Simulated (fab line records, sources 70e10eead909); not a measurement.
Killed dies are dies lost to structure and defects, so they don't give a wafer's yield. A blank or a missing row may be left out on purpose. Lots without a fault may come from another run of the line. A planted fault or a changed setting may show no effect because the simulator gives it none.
Which tool did it? | flow nand_harc | 14 lots, 42 wafers sampled, at 4 steps of a route of 1302

WHAT THE GAUGES READ, wafer by wafer
The record holds no reading of a measuring or inspecting step that can be judged against a usual standard deviation.

WHICH TOOL RAN EACH LOT (tool, then ch and the chambers of the sampled wafers, then the start)
lot  | NHARC_A_CHANNEL_HOLE_D2_DEP_01  | NHARC_A_CHANNEL_HOLE_D2_ETCH_20  | NHARC_A_CHANNEL_FILL_D2_ETCHBACK_19 | NHARC_A_CHANNEL_FILL_D2_ETCHBACK_20
L469 | pecvd-03 ch 0,1, day 13 08:49   | har_etch-02 ch 0,1, day 13 12:35 | rie_si-06 ch 0,1,3, day 14 20:37    | rie_diel-12 ch 0,2, day 14 20:43
L470 | pecvd-02 ch 0,1, day 14 04:18   | har_etch-01 ch 0,1, day 14 06:20 | rie_si-06 ch 0,2, day 15 11:46      | rie_diel-07 ch 0,1,3, day 15 11:53
L472 | pecvd-03 ch 0,1,2, day 14 07:32 | har_etch-02 ch 0,1, day 14 09:45 | rie_si-01 ch 0,2,3, day 15 15:35    | rie_diel-12 ch 0,1,2, day 15 15:43
L471 | pecvd-03 ch 0,1,2, day 14 07:44 | har_etch-01 ch 0,1, day 14 10:34 | rie_si-02 ch 0,2,3, day 15 15:37    | rie_diel-05 ch 1,3, day 15 15:44
L474 | pecvd-01 ch 0,2, day 15 09:12   | har_etch-02 ch 0,1, day 15 11:25 | rie_si-02 ch 0,1, day 16 17:05      | rie_diel-12 ch 0,1,3, day 16 17:14
L480 | pecvd-02 ch 0,2, day 17 21:35   | har_etch-02 ch 0,1, day 18 04:22 | rie_si-01 ch 0,1, day 19 07:43      | rie_diel-12 ch 0,1,3, day 19 07:52
L483 | pecvd-01 ch 0,1,2, day 19 03:14 | har_etch-01 ch 0,1, day 19 05:20 | rie_si-01 ch 1,2, day 20 10:56      | rie_diel-07 ch 1,2,3, day 20 11:07
L484 | pecvd-03 ch 0,1,2, day 19 03:40 | har_etch-02 ch 0,1, day 19 06:25 | rie_si-06 ch 0,3, day 20 10:57      | rie_diel-12 ch 0,1, day 20 11:05
L486 | pecvd-01 ch 1,2, day 20 01:16   | har_etch-01 ch 0,1, day 20 03:27 | rie_si-02 ch 2,3, day 21 09:17      | rie_diel-07 ch 0,1,2, day 21 09:26
L485 | pecvd-03 ch 0,2, day 20 02:33   | har_etch-02 ch 0,1, day 20 04:39 | rie_si-06 ch 0,2,3, day 21 09:17    | rie_diel-12 ch 1,2,3, day 21 09:24
L489 | pecvd-03 ch 0,1,2, day 21 11:59 | har_etch-02 ch 0,1, day 21 14:08 | rie_si-02 ch 0,1,3, day 22 23:09    | rie_diel-12 ch 0,1,3, day 22 23:17
L490 | pecvd-02 ch 0,1,2, day 21 21:13 | har_etch-01 ch 0,1, day 21 23:17 | rie_si-01 ch 0,3, day 23 05:14      | rie_diel-12 ch 0,2, day 23 05:22
L491 | pecvd-03 ch 0,1,2, day 22 11:19 | har_etch-02 ch 0,1, day 22 13:31 | rie_si-06 ch 0,1,3, day 23 19:35    | rie_diel-07 ch 1,2,3, day 23 19:43
L492 | pecvd-02 ch 0,1,2, day 23 01:49 | har_etch-01 ch 1, day 23 04:39   | rie_si-06 ch 0,2,3, day 24 10:28    | rie_diel-12 ch 0,1,3, day 24 10:35
- NHARC_A_CHANNEL_HOLE_D2_DEP_01: deposits SiON, target thk 140 nm.
- NHARC_A_CHANNEL_HOLE_D2_ETCH_20: etches the open film in C4F8/O2/Ar, time 361.9 s, target depth 1600 nm.
- NHARC_A_CHANNEL_FILL_D2_ETCHBACK_19: etches the open film in HBr/Cl2, target depth 5 nm, time 1.7 s.
- NHARC_A_CHANNEL_FILL_D2_ETCHBACK_20: etches the open film in C4F8/O2/Ar, target depth 27 nm, time 13.5 s.

WHAT THE TOOLS THEMSELVES READ (means of the sampled wafers that have a number; where no wafer has one, the mark that the record gives instead)
NHARC_A_CHANNEL_HOLE_D2_DEP_01. Usual: heater_power_w 746 W, standard deviation 130.
lot  | tool     | heater_power_w (W) | flag
L469 | pecvd-03 | 557                |
L470 | pecvd-02 | 788                |
L472 | pecvd-03 | 663                |
L471 | pecvd-03 | 662                |
L474 | pecvd-01 | 778                |
L480 | pecvd-02 | 778                |
L483 | pecvd-01 | 768                |
L484 | pecvd-03 | 694                |
L486 | pecvd-01 | 805                |
L485 | pecvd-03 | 631                |
L489 | pecvd-03 | 680                |
L490 | pecvd-02 | 799                |
L491 | pecvd-03 | 663                |
L492 | pecvd-02 | 801                |

NHARC_A_CHANNEL_HOLE_D2_ETCH_20. Usual: drypump_motor_current_A 5.3 A, standard deviation 0.44; showerhead_plenum_p_Torr 3.68 Torr, standard deviation 0.16; throttle_valve_pct 32.155 %, standard deviation 0.0089.
lot  | tool        | drypump_motor_current_A (A) | showerhead_plenum_p_Torr (Torr) | throttle_valve_pct (%) | flag
L469 | har_etch-02 | 5.2                         | 3.54                            | 32.157                 |
L470 | har_etch-01 | 5.4                         | 3.65                            | 32.157                 |
L472 | har_etch-02 | 5.0                         | 3.56                            | 32.152                 |
L471 | har_etch-01 | 5.4                         | 3.65                            | 32.156                 |
L474 | har_etch-02 | 5.2                         | 3.53                            | 32.155                 |
L480 | har_etch-02 | 5.1                         | 3.93                            | 32.162                 |
L483 | har_etch-01 | 5.4                         | 3.61                            | 32.165                 |
L484 | har_etch-02 | 5.0                         | 3.92                            | 32.155                 |
L486 | har_etch-01 | 5.4                         | 3.61                            | 32.157                 |
L485 | har_etch-02 | 5.2                         | 3.91                            | 32.151                 |
L489 | har_etch-02 | 5.2                         | 3.90                            | 32.158                 |
L490 | har_etch-01 | 5.7                         | 3.56                            | 32.153                 |
L491 | har_etch-02 | 5.2                         | 3.90                            | 32.166                 |
L492 | har_etch-01 | 5.1                         | 3.62                            | 32.146                 |

NHARC_A_CHANNEL_FILL_D2_ETCHBACK_19. Usual: drypump_motor_current_A 5.8 A, standard deviation 0.58; oes_product_au 1.005 a.u., standard deviation 0.012; throttle_valve_pct 26.405 %, standard deviation 0.009.
lot  | tool      | drypump_motor_current_A (A) | oes_product_au (a.u.) | throttle_valve_pct (%) | flag
L469 | rie_si-06 | 5.1                         | 0.998                 | 26.402                 |
L470 | rie_si-06 | 5.1                         | 1.022                 | 26.406                 |
L472 | rie_si-01 | 6.0                         | 1.007                 | 26.407                 |
L471 | rie_si-02 | 6.0                         | 0.990                 | 26.400                 |
L474 | rie_si-02 | 5.5                         | 0.997                 | 26.408                 |
L480 | rie_si-01 | 6.6                         | 0.899                 | 26.406                 | OFF
L483 | rie_si-01 | 6.4                         | 0.907                 | 26.409                 | OFF
L484 | rie_si-06 | 5.0                         | 1.003                 | 26.403                 |
L486 | rie_si-02 | 6.1                         | 1.009                 | 26.405                 |
L485 | rie_si-06 | 5.2                         | 1.002                 | 26.394                 |
L489 | rie_si-02 | 5.8                         | 1.000                 | 26.397                 |
L490 | rie_si-01 | 6.2                         | 1.005                 | 26.403                 |
L491 | rie_si-06 | 5.1                         | 0.991                 | 26.397                 |
L492 | rie_si-06 | 5.2                         | 1.011                 | 26.404                 |

NHARC_A_CHANNEL_FILL_D2_ETCHBACK_20. Usual: oes_product_au 0.991 a.u., standard deviation 0.027; rf_vpp_V 981 V, standard deviation 6.5.
lot  | tool        | oes_product_au (a.u.) | rf_vpp_V (V) | flag
L469 | rie_diel-12 | 0.955                 | 974          |
L470 | rie_diel-07 | 1.006                 | 984          |
L472 | rie_diel-12 | 0.951                 | 979          |
L471 | rie_diel-05 | 1.025                 | 971          |
L474 | rie_diel-12 | 0.933                 | 979          |
L480 | rie_diel-12 | 0.994                 | 979          |
L483 | rie_diel-07 | 1.005                 | 986          |
L484 | rie_diel-12 | 0.996                 | 980          |
L486 | rie_diel-07 | 0.992                 | 985          |
L485 | rie_diel-12 | 1.002                 | 982          |
L489 | rie_diel-12 | 1.001                 | 979          |
L490 | rie_diel-12 | 0.945                 | 977          |
L491 | rie_diel-07 | 1.000                 | 985          |
L492 | rie_diel-12 | 0.995                 | 979          |

THE ANSWER, worked out from the rows above alone
Rule: a lot is off if the mean of its wafers that have a number lies more than 3 standard deviations from the usual mean. A lot without any number at a reading at which 4 lots or more have one is off too. The other lots that the step has rows for count as sound. The gauges are gone through in route order, then the tools' own readings, and for those a lot's mean is taken as printed above. The first step at which some lot is off is used, and at that step the reading that is off furthest; a lot without a number counts as furthest.
Off: L480, L483, at NHARC_A_CHANNEL_FILL_D2_ETCHBACK_19 (oes_product_au).
A tool fits if, at that step or a process step before it, it ran every lot that is off, and no sound lot after the first of them. None of those tried fits.

WHAT THE SIMULATOR HAD PUT IN
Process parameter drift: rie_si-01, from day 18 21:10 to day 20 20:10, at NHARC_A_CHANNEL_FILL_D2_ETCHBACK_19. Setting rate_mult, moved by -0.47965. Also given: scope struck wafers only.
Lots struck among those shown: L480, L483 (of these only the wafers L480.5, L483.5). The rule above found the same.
